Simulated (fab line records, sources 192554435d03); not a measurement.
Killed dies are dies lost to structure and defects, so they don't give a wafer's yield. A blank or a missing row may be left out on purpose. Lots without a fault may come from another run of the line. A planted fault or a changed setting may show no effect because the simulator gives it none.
A struck lot beside a sound one | flow n5_finfet | 15 steps out of a route of 1938
Sound: wafers L219.1, L219.3, L219.4. Struck: wafers L227.1, L227.3, L227.4. The cause comes at the end.
At each step with rows: each side's tool, then ch and its chambers, then its first start. Under that, the readings that differ: sound wafers | struck wafers | difference of the means | sigmas: that difference in standard deviations of wafers without a fault.
alike: readings whose means differ by less than 2 such deviations, and words and numbers that are the same on both sides. not compared: withheld readings, readings that some wafer has no value for, bounds like >300 that may hide the same value, and numbers for which the record gives no deviation and whose values overlap.
The two part at a step that has a row with sigmas, a row that says differs or no value, or rows on one side only. Numbers that don't overlap but have no deviation are shown without sigmas and don't part them. A reading that every wafer of one side lacks parts them only if that side has two wafers or more.

N5_FIN_SAQP_HM_DEP_03: deposits SiNx from SiH4/NH3/N2, target thk 38 nm, time 33.6 s.
  sound on pecvd-03 ch 0,1, day 1 21:44; struck on pecvd-04 ch 0,1, day 3 21:56
  alike: heater_power_w, showerhead_plenum_p_Torr, throttle_valve_pct
N5_FIN_SAQP_THK_MEAS_05:
  sound on film_metro-02, day 1 21:49; struck on film_metro-01, day 3 22:03
  alike: thk_nm
N5_FIN_SAQP_PECVD_47: deposits a-Si from SiH4/He, target thk 45 nm, time 36.3 s.
  sound on pecvd-03 ch 0,1,2, day 1 21:51; struck on pecvd-02 ch 0,2, day 3 22:05
  alike: heater_power_w, showerhead_plenum_p_Torr, throttle_valve_pct
N5_FIN_SAQP_PECVD_48: deposits SiNx from SiH4/NH3/N2, target thk 25 nm, time 22.1 s.
  sound on pecvd-03 ch 0,1,2, day 1 21:53; struck on pecvd-02 ch 0,2, day 3 22:08
  alike: heater_power_w, showerhead_plenum_p_Torr, throttle_valve_pct
N5_FIN_SAQP_PECVD_06: deposits a-Si from SiH4/He, target thk 60 nm, time 48.1 s.
  sound on pecvd-03 ch 0,1,2, day 1 21:56; struck on pecvd-02 ch 0,2, day 3 22:10
  alike: heater_power_w, showerhead_plenum_p_Torr, throttle_valve_pct
N5_FIN_SAQP_THK_MEAS_07:
  sound on film_metro-02, day 1 22:01; struck on film_metro-02, day 3 22:16
  alike: thk_nm
N5_FIN_SAQP_HM_DEP_72: deposits SiO2 from SiH4/N2O, target thk 12 nm, time 7.2 s.
  sound on pecvd-04 ch 1,2, day 1 22:04; struck on pecvd-03 ch 1,2, day 3 22:17
  alike: heater_power_w, showerhead_plenum_p_Torr
then, 5 steps without rows for these wafers: N5_FIN_SAQP_COAT_49 (time 60 s, resist thk 100 nm); N5_FIN_SAQP_COAT_50 (time 60 s, resist thk 35 nm); N5_FIN_SAQP_COAT_10 (resist thk 90 nm); N5_FIN_SAQP_EBR_12; N5_FIN_SAQP_SOFTBAKE_11 (time 60 s).
N5_FIN_SAQP_EXPOSE_13: exposes mask FIN CORE, target cd 35.6 nm.
  sound on arfi_scanner-03 ch 0, day 1 22:15; struck on arfi_scanner-02 ch 0, day 3 22:29
  reading              | sound             | struck            | difference | sigmas
  exposure_dose_mJ_cm2 | 63.21 63.12 63.16 | 62.05 62.17 62.08 | -1.06      | -17
  alike: mask
then, 2 steps without rows for these wafers: N5_FIN_SAQP_PEB_14 (peb time 60 s); N5_PASSIVATION_PROBE_49.

WHERE THEY PART
Only at N5_FIN_SAQP_EXPOSE_13, within this record.

WHY: what the simulator had put in
Process parameter drift: arfi_scanner-02, from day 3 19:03 on, at N5_FIN_SAQP_EXPOSE_13. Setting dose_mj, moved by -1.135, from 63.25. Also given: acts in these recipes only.
